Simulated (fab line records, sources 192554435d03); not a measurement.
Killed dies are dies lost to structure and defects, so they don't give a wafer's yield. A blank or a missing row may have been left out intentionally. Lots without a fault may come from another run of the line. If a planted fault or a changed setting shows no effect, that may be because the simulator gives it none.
Matching of chambers :: flow n5_finfet :: N5_MOL_CONTACT_COAG_ALD_131 on ald_sin-02 has 4 sister chambers
The step deposits SiO2, target thk 5 nm, pulse time 1 s, co reactant pulse time 1 s. 4 wafers are shown with their chamber, then 7 later ones without.

EACH WAFER AND ITS CHAMBER
wafer: L078.4
chamber: 3
heater_power_w (W): 69

wafer: L085.6
chamber: 2
heater_power_w (W): 69

wafer: L086.4
chamber: 1
heater_power_w (W): 90

wafer: L086.5
chamber: 0
heater_power_w (W): 67

WAFERS WITHOUT THEIR CHAMBER
wafer: L086.6
heater_power_w (W): 71

wafer: L089.1
heater_power_w (W): 65

wafer: L089.3
heater_power_w (W): 72

wafer: L089.5
heater_power_w (W): 68

wafer: L096.1
heater_power_w (W): 71

wafer: L096.3
heater_power_w (W): 72

wafer: L096.5
heater_power_w (W): 84

EACH ONE'S CHAMBER
wafer: L086.6
from the rows above: can't be placed: 2 or 3 or 0
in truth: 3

wafer: L089.1
from the rows above: can't be placed: 0 or 2 or 3
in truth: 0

wafer: L089.3
from the rows above: can't be placed: 2 or 3 or 0
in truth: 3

wafer: L089.5
from the rows above: can't be placed: 0 or 2 or 3
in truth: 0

wafer: L096.1
from the rows above: can't be placed: 2 or 3 or 0
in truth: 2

wafer: L096.3
from the rows above: can't be placed: 2 or 3 or 0
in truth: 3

wafer: L096.5
from the rows above: 1
in truth: 1
Correct placement for 1 of the 7. Not placeable from these rows: 6 (in 6, the candidates include the true chamber). Number placed wrongly: 0.
How it was worked out, from the rows above alone: a wafer's distance from a chamber is the root of the sum, over the readings, of the square of ((its reading less the chamber's mean) divided by the reading's scatter). The wafer belongs to the nearest chamber; if the next one is less than 2 further off, it can't be placed. For every chamber, the mean is computed from those of its wafers that are shown. The scatter (one wafer shown for each chamber): square how far every hidden wafer sits from the nearest shown wafer, average those squares and take the square root.
